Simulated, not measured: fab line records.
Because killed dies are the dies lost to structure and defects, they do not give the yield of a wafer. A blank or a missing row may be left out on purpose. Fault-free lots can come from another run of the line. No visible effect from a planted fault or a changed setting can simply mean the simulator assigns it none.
fab line records	flow n5-finfet
record: lots: 6	wafers: 18	last-day: 19
route steps=1938 shown SD_ACTIVATION@332 ILD0@335 BEOL_M4@1111 PASSIVATION@1936
lots that met no fault: taken from a fault-free run of the same line
start-h: the number of hours between the record's first day and the start of the first shown wafer of the lot	wait-h: hours from the lot's prior step to this one	" same as the row above	L1.1+2: a single row standing in for several wafers	- no value, or no start given	* or withheld: withheld	< > ~ a bound
route shown NAME@n: a module of which the file shows steps, and the number in the route of the first	usual: mean and standard deviation over wafers with no fault	same: alike in all rows	chamber/n: place in a boat	sites: readings site by site	_std_site: how widely they spread, as a standard deviation	_edge_site: outer sites' mean less inner sites'	radius-mm: how far each site lies from the wafer's centre	mask NAME#n: copy n	behind: the most recent tool/chamber to have shaped the wafer	hold: the reason the lot was held/the length of the hold in hours/how it ended	device: the transistor (n, p or np) that didn't switch	end of line: the route-end tests of the same wafers	for a step that has no rows: nothing shown but its recipe	killed: the dies lost at the first sort to structure and to defects; this is not the yield of the wafer	map: shows each die of a wafer: x if killed, . if not, _ if none is there
set.NAME: the run value of the setting; set.NAME@STEP: its run value at that earlier step	model.NAME: the simulator's own value behind a step, which no gauge read
lots at selected steps of the route; one table per step, one row per wafer
services: a tool's chamber out of use, with start hour (start-h, from the record's first day; less than 0 if before it), hours out, and reason
== steps ==
step: N5_SD_ACTIVATION_RS_MEAS_03
recipe: thk-meas-gauge: four-point-probe
usual: RS_SD_N: 21.8/0.33	RS_SD_P: 56.0/1
lot.wafer	tool	chamber	start-h	wait-h	RS_SD_N[ohm/sq]	RS_SD_P[ohm/sq]
L737.1	film-metro-01	-	86.79	0.2	22.0	54.9
L737.3	"	-	"	"	21.9	54.8
L737.6	"	-	"	"	21.7	53.9
L741.1	film-metro-01	-	109.89	0.2	21.6	54.3
L741.5	"	-	"	"	21.8	53.9
L741.6	"	-	"	"	21.4	53.2
L746.2	film-metro-02	-	142.91	0.2	21.2	56.6
L746.4	"	-	"	"	21.7	57.0
L746.5	"	-	"	"	21.8	56.5
L747.1	film-metro-01	-	146.61	0.2	21.8	58.4
L747.3	"	-	"	"	21.7	58.3
L747.5	"	-	"	"	22.1	58.0
L754.1	film-metro-01	-	186.47	0.2	21.9	56.5
L754.4	"	-	"	"	21.8	56.2
L754.5	"	-	"	"	22.2	56.2
L756.1	film-metro-01	-	205.66	0.2	21.7	56.9
L756.2	"	-	"	"	21.5	56.1
L756.6	"	-	"	"	21.7	56.4
step: N5_SD_ACTIVATION_INSPECT_02
recipe: inspect-instrument: darkfield	mode: post-anneal
usual: raw-defect-count: 183/39
lot.wafer	tool	chamber	start-h	wait-h	raw-defect-count
L737.1	defect-inspect-01	-	87.11	0.2	180
L737.3	"	-	"	"	135
L737.6	"	-	"	"	144
L741.1	defect-inspect-01	-	110.21	0.2	116
L741.5	"	-	"	"	163
L741.6	"	-	"	"	131
L746.2	defect-inspect-02	-	143.22	0.1	237
L746.4	"	-	"	"	167
L746.5	"	-	"	"	166
L747.1	defect-inspect-02	-	146.94	0.2	149
L747.3	"	-	"	"	157
L747.5	"	-	"	"	161
L754.1	defect-inspect-02	-	186.79	0.2	163
L754.4	"	-	"	"	190
L754.5	"	-	"	"	197
L756.1	defect-inspect-02	-	205.99	0.2	160
L756.2	"	-	"	"	187
L756.6	"	-	"	"	156
step: N5_ILD0_LINER_00
recipe: material: SiNx	target-thk-a: 40	temp-c: 400	ald-precursor-family: SiH2I2	ald-co-reactant: N2/H2-plasma	pulse-time-s: 1	purge-time-s: 2	co-reactant-purge-time-s: 2	ald-cycles: 80	pressure-torr: 2
usual: heater-power-w: 824/73	precursor-pulse-height-rel: 0.998/0.019
same: ald-cycles: 80
lot.wafer	tool	chamber	start-h	wait-h	heater-power-w	precursor-pulse-height-rel
L737.1	ald-sin-02	3	87.26	0.2	934	0.982
L737.3	"	2	"	"	922	1.000
L737.6	"	2	"	"	899	1.021
L741.1	ald-sin-04	1	110.45	0.2	781	0.987
L741.5	"	0	"	"	810	0.992
L741.6	"	1	"	"	791	1.003
L746.2	ald-sin-03	2	143.25	0.0	764	0.989
L746.4	"	1	"	"	823	1.017
L746.5	"	1	"	"	840	0.961
L747.1	ald-sin-02	0	146.97	0.0	829	1.005
L747.3	"	3	"	"	958	1.013
L747.5	"	2	"	"	916	1.014
L754.1	ald-sin-04	2	187.53	0.7	766	0.983
L754.4	"	0	"	"	802	0.995
L754.5	"	1	"	"	772	0.996
L756.1	ald-sin-02	3	206.22	0.2	972	1.005
L756.2	"	1	"	"	731	0.994
L756.6	"	3	"	"	966	0.989
step: N5_ILD0_FCVD_FILL_01
recipe: material: SiO2_flowable	target-thk-a: 2000	temp-c: 100	pressure-torr: 0.8	rf-w: 2000	time-s: 328.3
step: N5_ILD0_CURE_02
recipe: temp-c: 450	time-s: 1800	ambient: steam	idle-temp-c: 400	ramp-up-c-per-min: 5	ramp-down-c-per-min: 3	densification-p-h2o-torr: 640
step: N5_ILD0_CMP_03
recipe: stop-on: SiNx	t-overpolish-s: 1.9	post-cmp-clean: alkaline-brush	down-force-psi: 4.1491	platen-rpm: 51.796	pad-velocity-m-s: 1.0306	target-thk-nm: 197.38
usual: edge-zone-pressure-frac: 1.000/0.0047	head-pressure-psi: 4.149/0.0097	motor-current-A: 12.1/1.1	overpolish-run-s: 1.900/0.0086	retaining-ring-pressure-frac: 0.999/0.0048	time-to-endpoint-s: 67.2/3
same: t-overpolish-s: 1.9
lot.wafer	tool	chamber	start-h	wait-h	edge-zone-pressure-frac	head-pressure-psi	motor-current-A	overpolish-run-s	retaining-ring-pressure-frac	time-to-endpoint-s
L737.1	cmp-01	1	89.64	0.0	1.003	4.164	10.6	1.900	0.999	69.3
L737.3	"	2	"	"	1.010	4.138	12.2	1.899	0.991	67.7
L737.6	"	1	"	"	1.003	4.154	10.9	1.899	1.000	68.5
L741.1	cmp-02	2	112.82	0.0	1.011	4.127	11.5	1.907	0.990	65.7
L741.5	"	2	"	"	0.998	4.137	12.6	1.907	1.001	65.0
L741.6	"	3	"	"	1.006	4.149	12.9	1.890	0.995	64.7
L746.4	cmp-01	3	145.69	0.1	1.001	4.137	12.9	1.897	1.000	69.4
L746.2	"	0	"	"	1.004	4.143	11.7	1.888	0.994	65.3
L746.5	"	2	"	"	0.996	4.150	11.9	1.923	1.001	67.8
L747.3	cmp-01	3	149.39	0.1	1.002	4.152	14.5	1.892	0.993	68.5
L747.1	"	1	"	"	1.000	4.163	10.9	1.907	0.996	69.0
L747.5	"	3	"	"	1.003	4.146	14.2	1.885	0.997	66.1
L754.4	cmp-02	1	189.93	0.1	0.999	4.155	10.6	1.900	0.995	71.4
L754.1	"	2	"	"	1.002	4.163	12.7	1.896	0.999	66.5
L754.5	"	1	"	"	0.994	4.150	10.8	1.908	1.000	68.8
L756.2	cmp-04	1	208.60	0.0	1.002	4.141	11.0	1.889	0.996	64.6
L756.1	"	0	"	"	0.999	4.153	11.6	1.910	0.996	66.2
L756.6	"	2	"	"	0.992	4.146	12.2	1.899	1.002	66.6
step: N5_ILD0_THK_MEAS_04
usual: thk-nm: 197.1/1
lot.wafer	tool	chamber	start-h	wait-h	thk-nm
L737.1	film-metro-01	-	89.93	-	197.3
L737.3	"	-	"	"	197.5
L737.6	"	-	"	"	198.7
L741.1	film-metro-02	-	113.11	-	195.0
L741.5	"	-	"	"	197.9
L741.6	"	-	"	"	198.0
L746.2	film-metro-01	-	145.91	-	198.0
L746.4	"	-	"	"	195.2
L746.5	"	-	"	"	196.5
L747.1	film-metro-01	-	149.65	-	196.1
L747.3	"	-	"	"	196.5
L747.5	"	-	"	"	197.0
L754.1	film-metro-02	-	190.18	-	199.6
L754.4	"	-	"	"	198.6
L754.5	"	-	"	"	197.8
L756.1	film-metro-02	-	208.98	-	197.6
L756.2	"	-	"	"	197.9
L756.6	"	-	"	"	197.2
step: N5_ILD0_CMP_07
recipe: stop-on: poly-Si	material: SiO2_flowable	t-overpolish-s: 1.18	post-cmp-clean: alkaline-brush	down-force-psi: 4.1491	platen-rpm: 51.796	pad-velocity-m-s: 1.0306	target-thk-nm: 138.88
usual: edge-zone-pressure-frac: 1.001/0.0055	head-pressure-psi: 4.150/0.01	motor-current-A: 11.8/1	retaining-ring-pressure-frac: 1.000/0.0051
same: t-overpolish-s: 1.18
lot.wafer	tool	chamber	start-h	wait-h	edge-zone-pressure-frac	head-pressure-psi	motor-current-A	retaining-ring-pressure-frac
L737.1	cmp-01	3	89.96	0.0	0.999	4.137	13.8	1.001
L737.3	"	0	"	"	1.001	4.150	12.4	0.997
L737.6	"	0	"	"	1.003	4.143	12.2	1.002
L741.1	cmp-04	2	113.18	0.1	0.998	4.155	12.2	1.006
L741.5	"	1	"	"	1.008	4.150	10.0	1.001
L741.6	"	2	"	"	0.985	4.146	11.4	0.998
L746.2	cmp-04	1	146.02	0.1	1.009	4.149	10.9	1.008
L746.4	"	2	"	"	0.994	4.159	12.2	1.010
L746.5	"	3	"	"	1.009	4.160	12.2	0.997
L747.3	cmp-04	2	149.68	0.0	0.998	4.136	12.1	1.000
L747.1	"	0	"	"	0.999	4.175	11.6	1.000
L747.5	"	2	"	"	1.000	4.151	12.3	1.002
L754.1	cmp-04	1	190.21	0.0	1.007	4.142	10.3	0.994
L754.4	"	2	"	"	0.997	4.146	12.9	1.001
L754.5	"	2	"	"	0.997	4.151	11.9	1.001
L756.1	cmp-04	3	209.05	0.1	1.001	4.146	11.8	0.993
L756.2	"	0	"	"	1.000	4.156	11.2	1.002
L756.6	"	2	"	"	0.994	4.166	12.6	0.995
step: N5_ILD0_THK_MEAS_08
usual: thk-nm: 138.8/0.87
lot.wafer	tool	chamber	start-h	wait-h	thk-nm
L737.1	film-metro-01	-	90.26	-	138.5
L737.3	"	-	"	"	138.4
L737.6	"	-	"	"	138.6
L741.1	film-metro-02	-	113.44	-	138.4
L741.5	"	-	"	"	138.9
L741.6	"	-	"	"	138.7
L746.2	film-metro-01	-	146.24	-	139.4
L746.4	"	-	"	"	139.8
L746.5	"	-	"	"	139.1
L747.1	film-metro-02	-	149.97	-	139.4
L747.3	"	-	"	"	137.3
L747.5	"	-	"	"	138.0
L754.1	film-metro-02	-	190.51	-	138.6
L754.4	"	-	"	"	138.9
L754.5	"	-	"	"	137.9
L756.1	film-metro-02	-	209.30	-	139.1
L756.2	"	-	"	"	139.1
L756.6	"	-	"	"	140.3
step: N5_ILD0_PRECLEAN_10
recipe: chemistry: NF3:NH3	afs-cycles: 5	time-s: 20	temp-c: 30	sublimation-temp-c: 180	sublimation-time-s: 60	pressure-torr: 3	rf-power-w: 30
step: N5_ILD0_ALD_15
recipe: material: SiNx	target-thk-a: 240	temp-c: 400	ald-precursor-family: SiH2I2	ald-co-reactant: N2/H2-plasma	pulse-time-s: 1	ald-cycles: 480	purge-time-s: 2	co-reactant-purge-time-s: 2	pressure-torr: 2
usual: heater-power-w: 822/59	precursor-pulse-height-rel: 1.001/0.021
same: ald-cycles: 480
lot.wafer	tool	chamber	start-h	wait-h	heater-power-w	precursor-pulse-height-rel
L737.1	ald-sin-02	1	91.23	0.8	723	1.024
L737.3	"	2	"	"	896	0.984
L737.6	"	3	92.32	1.4	942	1.047
L741.1	ald-sin-04	1	114.16	0.6	779	0.982
L741.5	"	3	115.24	1.2	883	1.020
L741.6	"	0	"	"	822	0.995
L746.2	ald-sin-04	3	146.95	0.5	879	1.017
L746.4	"	2	148.04	1.3	765	0.974
L746.5	"	3	"	"	887	1.040
L747.1	ald-sin-02	3	150.86	0.7	976	0.978
L747.3	"	0	"	"	813	1.006
L747.5	"	0	151.94	1.4	791	0.966
L754.1	ald-sin-04	3	191.23	0.6	883	1.000
L754.4	"	2	"	"	775	0.995
L754.5	"	1	192.31	1.2	810	1.027
L756.1	ald-sin-04	2	210.02	0.6	775	1.002
L756.2	"	3	"	"	879	0.973
L756.6	"	3	211.11	1.1	862	1.016
step: N5_ILD0_CMP_12
recipe: stop-on: poly-Si	material: SiNx	t-overpolish-s: 6	post-cmp-clean: alkaline-brush	down-force-psi: 2.5	platen-rpm: 51.8	pad-velocity-m-s: 1.0307	target-thk-nm: 17.67
usual: edge-zone-pressure-frac: 1.000/0.0051	head-pressure-psi: 2.499/0.0048	motor-current-A: 8.8/0.71	overpolish-run-s: 6.000/0.0097	retaining-ring-pressure-frac: 1.000/0.0051	time-to-endpoint-s: 28.5/2.2
same: t-overpolish-s: 6
lot.wafer	tool	chamber	start-h	wait-h	edge-zone-pressure-frac	head-pressure-psi	motor-current-A	overpolish-run-s	retaining-ring-pressure-frac	time-to-endpoint-s
L737.3	cmp-02	0	93.50	1.2	0.994	2.500	9.5	6.011	1.004	28.4
L737.1	"	1	"	"	0.995	2.505	8.0	5.997	0.994	29.3
L737.6	"	1	"	"	1.001	2.503	8.4	6.002	0.995	31.5
L741.1	cmp-04	2	116.47	1.2	1.000	2.507	8.7	6.011	1.001	27.1
L741.5	"	3	"	"	0.990	2.496	8.7	6.002	0.996	29.9
L741.6	"	0	"	"	1.004	2.498	7.7	5.991	1.000	26.3
L746.2	cmp-02	0	149.19	1.2	1.002	1.865	8.5	6.002	0.989	39.9
L746.4	"	2	"	"	1.003	1.860	7.7	6.005	1.007	36.0
L746.5	"	0	"	"	1.000	1.862	8.2	5.998	0.990	41.2
L747.1	cmp-02	0	153.10	1.2	0.993	1.867	8.5	6.007	1.006	41.8
L747.3	"	2	"	"	0.996	1.875	7.7	6.007	1.001	39.8
L747.5	"	0	"	"	0.995	1.873	7.7	6.004	1.004	39.9
L754.4	cmp-04	3	193.46	1.2	1.006	2.501	8.5	6.011	1.004	31.2
L754.1	"	0	"	"	1.005	2.496	8.7	5.987	0.996	32.4
L754.5	"	3	"	"	1.003	2.503	8.7	5.990	1.008	28.5
L756.2	cmp-01	2	212.56	1.5	1.009	2.494	8.9	5.999	0.994	28.9
L756.1	"	0	"	"	1.001	2.497	8.6	6.005	1.002	26.3
L756.6	"	1	"	"	1.010	2.503	8.4	5.991	0.999	28.9
step: N5_ILD0_THK_MEAS_13
usual: thk-nm: 17.7/0.9
lot.wafer	tool	chamber	start-h	wait-h	thk-nm
L737.1	film-metro-01	-	93.80	-	18.2
L737.3	"	-	"	"	17.1
L737.6	"	-	"	"	16.4
L741.1	film-metro-02	-	116.65	-	18.8
L741.5	"	-	"	"	17.9
L741.6	"	-	"	"	18.1
L746.2	film-metro-02	-	149.45	-	18.9
L746.4	"	-	"	"	17.6
L746.5	"	-	"	"	18.7
L747.1	film-metro-01	-	153.35	-	18.2
L747.3	"	-	"	"	17.9
L747.5	"	-	"	"	18.6
L754.1	film-metro-01	-	193.72	-	18.2
L754.4	"	-	"	"	17.2
L754.5	"	-	"	"	17.1
L756.1	film-metro-02	-	212.82	-	18.0
L756.2	"	-	"	"	17.1
L756.6	"	-	"	"	18.6
step: N5_BEOL_M4_RC_MEAS_101
usual: DIBL_N: 36.1/1.4	DIBL_P: 36.3/1.4	IOFF_N: 0.154/0.021	IOFF_P: 0.21/0.032	ION_N: 670/8.1	ION_P: 461/7	SS_N: 71.4/0.49	SS_P: 73.3/0.5	VT_N: 250.4/2.6	VT_P: -250/3.7
lot.wafer	tool	chamber	start-h	wait-h	DIBL_N[mV/V]	DIBL_P[mV/V]	IOFF_N[nA/um]	IOFF_P[nA/um]	ION_N[uA/um]	ION_P[uA/um]	SS_N[mV/dec]	SS_P[mV/dec]	VT_N[mV]	VT_P[mV]
L737.1	prober-02	0	211.08	0.0	35.4	35.3	0.161	0.28	666	476	70.5	73.5	246.3	-242
L737.3	"	0	"	"	33.8	33.4	0.128	0.24	657	470	70.5	72.8	250.7	-244
L737.6	"	0	"	"	35.7	35.5	0.160	0.28	670	470	70.8	74.2	248.7	-242
L741.1	prober-02	0	244.44	0.0	38.1	38.5	0.208	0.28	686	478	72.0	74.5	246.7	-244
L741.5	"	0	"	"	38.3	39.0	0.204	0.29	683	475	71.4	74.1	244.3	-242
L741.6	"	0	"	"	37.9	37.8	0.194	0.27	684	472	72.1	74.2	245.7	-244
L746.2	prober-01	0	260.42	0.2	34.7	34.8	0.128	0.16	655	447	71.3	73.1	253.9	-257
L746.4	"	0	"	"	34.6	34.8	0.132	0.16	664	448	71.3	73.0	251.4	-257
L746.5	"	0	"	"	35.9	36.6	0.160	0.18	678	457	72.1	73.4	249.3	-256
L747.1	prober-02	0	271.42	0.0	35.6	36.6	0.154	0.22	686	469	72.2	73.0	248.0	-248
L747.3	"	0	"	"	35.3	36.4	0.163	0.21	673	465	72.3	73.8	248.3	-248
L747.5	"	0	"	"	36.0	36.9	0.163	0.22	676	459	71.8	73.4	249.3	-249
L754.1	prober-02	0	312.47	0.0	35.7	36.3	0.154	0.21	672	467	71.7	72.7	251.6	-248
L754.4	"	0	"	"	34.9	36.1	0.146	0.20	678	471	71.2	73.2	250.6	-249
L754.5	"	0	"	"	36.1	37.8	0.171	0.24	685	475	71.2	73.3	248.3	-247
L756.1	prober-02	0	340.64	0.0	35.1	35.9	0.127	0.17	662	463	71.2	72.4	255.7	-255
L756.2	"	0	"	"	36.0	36.3	0.132	0.18	662	454	71.6	72.7	256.2	-256
L756.6	"	0	"	"	37.6	38.2	0.161	0.21	677	463	72.0	72.6	249.5	-250
step: N5_PASSIVATION_PROBE_49
usual: defect-limited-yield: 91.0/1.6	killed_at_M0_to_M3: 35/11	killed_at_M4_up: 14/5.1	killed-at-contacts: 12/6.6	killed-at-front-end: 41/12	killed-at-other: 4/3	killed-dies: 107/19	killed-open: 70/15	killed-short: 35/8.5	sort_bin_5_function: 5.3/1	sort_bin_6_memory: 3.4/0.73	sort-n-pass: 1073/19	sort-yield-pct: 91.0/1.6
same: gross-dies: 1180	killed-at-back-side: 0	sort_bin_4_leakage[%]: 0	sort_bin_8_speed[%]: 0
lot.wafer	tool	chamber	start-h	wait-h	defect-limited-yield[%]	killed_at_M0_to_M3	killed_at_M4_up	killed-at-contacts	killed-at-front-end	killed-at-other	killed-dies	killed-open	killed-short	sort_bin_5_function[%]	sort_bin_6_memory[%]	sort-n-pass	sort-yield-pct[%]
L741.1	prober-01	-	348.21	0.0	91.9	21	21	17	35	2	96	70	21	4.6	3.1	1084	91.9
L741.5	prober-01	-	348.41	0.2	94.2	9	9	9	40	2	69	50	19	3.3	2.5	1111	94.2
L741.6	prober-01	-	348.46	0.3	91.4	25	8	15	48	6	102	67	33	3.9	4.5	1078	91.4
killed by level:class
L741.1 MOL_CONTACT_COAG:geometric-particle:open=16 BEOL_M4:geometric-particle:open=11 DUMMY_GATE:geometric-particle:open=7 BEOL_M3:geometric-particle:open=7 BEOL_M0_SAQP:geometric-particle:open=6 FIN_SAQP:geometric-particle:short=5 FIN_SAQP:geometric-particle:open=4 STI_FIN_REVEAL:geometric-particle:open=4
L741.5 FIN_SAQP:geometric-particle:open=12 MOL_CONTACT_COAG:geometric-particle:open=9 FIN_SAQP:geometric-particle:short=7 STI_FIN_REVEAL:geometric-particle:open=5 BEOL_M3:geometric-particle:open=4 BEOL_M4:geometric-particle:open=4 STARTING-WAFER:geometric-particle:open=3 DUMMY_GATE:geometric-particle:short=2
L741.6 FIN_SAQP:geometric-particle:open=12 MOL_CONTACT_COAG:geometric-particle:open=12 FIN_SAQP:geometric-particle:short=10 DUMMY_GATE:geometric-particle:open=7 STI_FIN_REVEAL:geometric-particle:open=5 BEOL_M2:geometric-particle:open=5 BEOL_M3:geometric-particle:open=5 BEOL_M4:geometric-particle:open=5
== services ==
tool	chamber	start-h	hours	kind
ald-sin-04	3	63.33	9.2	repair
cmp-02	-	64.80	17.5	pm
ald-sin-03	-	86.61	14.0	pm
ald-sin-03	0	86.61	14.0	vent-cycle
ald-sin-03	1	86.61	14.0	vent-cycle
ald-sin-03	2	86.61	14.0	vent-cycle
ald-sin-03	3	86.61	14.0	vent-cycle
cmp-02	-	89.70	3.3	repair
cmp-02	-	96.53	2.2	repair
ald-sin-03	0	100.61	-	clean
ald-sin-03	1	100.61	-	clean
ald-sin-03	2	100.61	-	clean
ald-sin-03	3	100.61	-	clean
cmp-04	-	118.96	4.0	pm
cmp-04	-	122.96	-	consumable-replace:conditioner
cmp-04	-	122.96	-	consumable-replace:pad
cmp-04	-	139.55	0.9	repair
cmp-01	-	153.64	1.2	repair
cmp-02	-	184.42	2.6	repair
cmp-01	-	196.21	7.7	pm
ald-sin-04	-	203.31	6.1	pm
cmp-02	-	208.98	4.9	pm
== key ==
first-sign: step: N5_ILD0_CMP_12	reading: head-pressure-psi	direction: down	sigmas: 99+	usual: 2.499	struck: 1.867
effect: step: N5_ILD0_CMP_12	reading: time-to-endpoint-s	direction: up	sigmas: 5.1	usual: *	struck: *
met-at N5_ILD0_CMP_12
struck-wafers L746.2,L746.4,L746.5,L747.1,L747.3,L747.5
onset-between 93.50 149.19
fault: kind: process-parameter-drift	tool: cmp-02	chamber: -	onset-h: 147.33	steps: N5_ILD0_CMP_12	channel: down-force-psi	offset: -0.63289	shape: step	end-h: 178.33	acts-in: these-recipes-only	stated: 2.5
